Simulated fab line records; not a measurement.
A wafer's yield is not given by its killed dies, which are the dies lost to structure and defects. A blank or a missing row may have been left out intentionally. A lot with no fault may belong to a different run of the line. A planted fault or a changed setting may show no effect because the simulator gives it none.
8D (eight disciplines) problem report, filled in by code || flow n5-finfet || the parts of the form that need people (team, actions taken, sign-off) are left out

## 1. PROBLEM STATEMENT
Mean of bias-w at N5_BEOL_M5_TRENCH_ETCH_37: 205.2 W across 6 wafers in 2 lots; on wafers with no fault it is 185.1 W (standard deviation 0.53). That puts it +38 standard deviations away from the usual mean.
The step: etches SiCOH lowk in C4F6/O2, target depth 71.652 nm, time 24.7 s.
Seen first at day 11 07:40 on rie-diel-05, wafer L139.3. At this step, 12 wafers from 4 lots have a number in the record. The rule behind "out" and "out of limits": a value lying over 4 standard deviations away from the usual mean. Any other wafer with a number is counted as sound.

## 2. WHAT THIS IS AND IS NOT
{"question": "which readings at this step", "is": "bias-w", "is not": "O2_flow_sccm, drypump-motor-current-A, oes-product-au, showerhead-plenum-p-Torr, throttle-valve-pct"}
{"question": "which lots", "is": "L139, L141", "is not": "L126, L149"}
{"question": "which wafers of those lots", "is": "all that have a number", "is not": "-"}
{"question": "read on which tools", "is": "rie-diel-05", "is not": "rie-diel-04"}
{"question": "when", "is": "from day 11 07:40", "is not": "up to then (3 sound wafers); but 3 sound wafers of L149 came after"}

## 3. THE SUSPECTS, EACH WITH WHAT RULES IT OUT
Counting: a tool at a process step up to the reading stays a suspect if it ran every lot that is out and no sound lot after the first of them.
- rie-diel-05 at N5_BEOL_M5_TRENCH_ETCH_37 (etches SiCOH lowk in C4F6/O2, target depth 71.652 nm, time 24.7 s): kept. It ran every lot that is out, first L139 (day 11 07:40), and no sound lot after that; its last sound lot up to then is L126 (day 7 16:01). Out on those wafers are its own readings of bias-w.
Left after counting: rie-diel-05 at N5_BEOL_M5_TRENCH_ETCH_37.

## 4. THE CAUSE (what the simulator had put in)
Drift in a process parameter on rie-diel-05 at N5_BEOL_M5_TRENCH_ETCH_37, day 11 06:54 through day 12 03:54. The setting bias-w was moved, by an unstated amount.
Counting left only this tool.

## 5. SEQUENCE OF EFFECTS, ordered by route
One row per reading whose mean, taken over the struck wafers that have a number, lies over 3 standard deviations from the usual. Only readings whose record carries a usual standard deviation are examined. hours: median over the lots of the time between each lot's start at the first step of this table that gives one and its start at this step. sigmas: the change, counted in usual standard deviations.
{"hours": 0, "step": "N5_BEOL_M5_TRENCH_ETCH_37", "reading": "bias-w", "usual": "185.1 W", "on struck wafers": 205.2, "change": "+20.1", "sigmas": "+38"}
{"hours": 0, "step": "N5_BEOL_M5_TRENCH_ETCH_37", "reading": "rf-vpp-V", "usual": "659 V", "on struck wafers": 706, "change": "+47", "sigmas": "+3.9"}
The process steps in it:
- N5_BEOL_M5_TRENCH_ETCH_37: etches SiCOH lowk in C4F6/O2, target depth 71.652 nm, time 24.7 s.

## 6. WHAT WOULD HAVE CAUGHT IT SOONER
In this record the first reading out of limits was taken at day 11 07:40, 1 hour after the fault began at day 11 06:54.
